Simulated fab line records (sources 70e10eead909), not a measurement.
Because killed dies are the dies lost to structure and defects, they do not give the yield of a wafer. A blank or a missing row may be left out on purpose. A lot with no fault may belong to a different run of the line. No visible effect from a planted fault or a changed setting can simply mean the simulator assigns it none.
Code-filled problem report in 8D (eight disciplines) form || flow nand-harc || the parts of the form that need people (team, actions taken, sign-off) are left out

== 1. THE ISSUE ==
thk-nm at NHARC_A_ONON_D2_THK_MEAS_18 reads a mean of 1534 nm on 3 wafers of 2 lots; wafers without a fault read 1002 nm with a standard deviation of 10. Relative to the usual mean, that is a shift of +53 standard deviations.
The step: measures by ellipsometry.
First observed at day 16 12:01: wafer L892.1, on film-metro-02. At this step, 42 wafers from 14 lots have a number in the record. Rule for "out", or "out of limits": more than 4 standard deviations from the usual mean. The rest of the wafers with a number are treated as sound.

== 2. WHAT IT IS AND WHAT IT IS NOT ==
{"question": "which readings at this step", "is": "thk-nm", "is not": "-"}
{"question": "which lots", "is": "L892, L895", "is not": "L884, L886, L887, L888, L889, L890, L891, L893, L894, L902, L905, L907"}
{"question": "which wafers of those lots", "is": "L892.1, L892.2, L895.1", "is not": "L892.5, L895.4, L895.6"}
{"question": "read on which gauges", "is": "film-metro-02", "is not": "film-metro-01"}
{"question": "when", "is": "from day 16 12:01", "is not": "up to then (25 sound wafers); but 14 sound wafers of L894, L895, L902, L905, L907 came after"}

== 3. WHAT RULES OUT EACH SUSPECT ==
Counting: a tool at a process step up to the reading stays a suspect if it ran every lot that is out. Sound lots after the first of them don't rule it out here, since some wafers of a struck lot are sound.
- the gauge at NHARC_A_ONON_D2_THK_MEAS_18: kept. All the wafers that are out were read on film-metro-02, and no step on other tools shows them out.
- pecvd-onon-04 at NHARC_A_ONON_D2_DEP_16 (target thk 1000 nm): kept. Ran every lot that is out, first one L892 (day 16 11:30); last sound lot up to then L891 (day 15 16:21).
What counting leaves: pecvd-onon-04 at NHARC_A_ONON_D2_DEP_16 and film-metro-02 at NHARC_A_ONON_D2_THK_MEAS_18.

== 4. THE CAUSE (what the simulator had put in) ==
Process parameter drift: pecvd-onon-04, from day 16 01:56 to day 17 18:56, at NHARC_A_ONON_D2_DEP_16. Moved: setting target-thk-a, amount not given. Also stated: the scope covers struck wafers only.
Of the 2 suspects that counting leaves, this tool is one.

== 5. THE CHAIN OF EFFECTS, in route order ==
Rows list readings where the struck wafers' mean (over those with a number) sits beyond 3 standard deviations from the usual. Readings are gone through only where the record gives a usual standard deviation; hours: the median, over the lots, of the time from a lot's start at the first step in this table giving one to that lot's start at this step; sigmas: the change measured in usual standard deviations.
{"hours": 0, "step": "NHARC_A_ONON_D2_THK_MEAS_18", "reading": "thk-nm", "usual": "1002 nm", "on struck wafers": 1534, "change": "+532", "sigmas": "+53"}

== 6. WHAT WOULD HAVE CAUGHT IT SOONER ==
Counted from the fault's start at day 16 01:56, it took 10 hours until the first out-of-limits reading at a measuring or inspecting step in this record, taken at day 16 12:01.
No tool reading at NHARC_A_ONON_D2_DEP_16 that has a usual standard deviation in the record was out on any struck wafer, so an alarm limit of 4 standard deviations on those readings would not have fired.
Among the 2 lots that are out, L895 began NHARC_A_ONON_D2_DEP_16 on pecvd-onon-04 after day 16 12:01. Had the tool been put on hold then, it would have been spared.
